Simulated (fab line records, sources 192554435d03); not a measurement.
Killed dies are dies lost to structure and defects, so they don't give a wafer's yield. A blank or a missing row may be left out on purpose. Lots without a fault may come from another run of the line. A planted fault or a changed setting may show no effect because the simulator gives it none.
Chamber matching | flow n5_finfet | N5_BEOL_M6_ETCH_72 on rie_diel-05: 4 sister chambers
The step etches underlayer in N2/H2, target depth 6.5 nm, time 5.2 s. 4 wafers are shown with their chamber, then 9 later ones without.

WAFERS WITH THEIR CHAMBER
wafer  | chamber | showerhead_plenum_p_Torr (Torr)
L088.3 | 1       | 2.61
L088.4 | 0       | 2.41
L088.5 | 2       | 2.56
L088.6 | 3       | 2.50

WAFERS WITHOUT THEIR CHAMBER
wafer  | showerhead_plenum_p_Torr (Torr)
L092.1 | 2.61
L092.4 | 2.41
L092.6 | 2.50
L094.2 | 2.56
L094.3 | 2.50
L094.5 | 2.61
L097.1 | 2.40
L097.4 | 2.50
L097.5 | 2.56

WHICH CHAMBER EACH WENT THROUGH
wafer  | from the rows above | in truth
L092.1 | 1                   | 1
L092.4 | 0                   | 0
L092.6 | 3                   | 3
L094.2 | 2                   | 2
L094.3 | 3                   | 3
L094.5 | 1                   | 1
L097.1 | 0                   | 0
L097.4 | 3                   | 3
L097.5 | 2                   | 2
Placed correctly: 9 of 9. Can't be placed from these rows: 0. Placed wrongly: 0.
How it was worked out, from the rows above alone: a wafer's distance from a chamber is the root of the sum, over the readings, of the square of ((its reading less the chamber's mean) divided by the reading's scatter). The wafer belongs to the nearest chamber; if the next one is less than 2 further off, it can't be placed. A chamber's mean is the mean of its shown wafers. The scatter: with one shown wafer a chamber, the root of the mean of the squares of how far each hidden wafer lies from its nearest shown one.
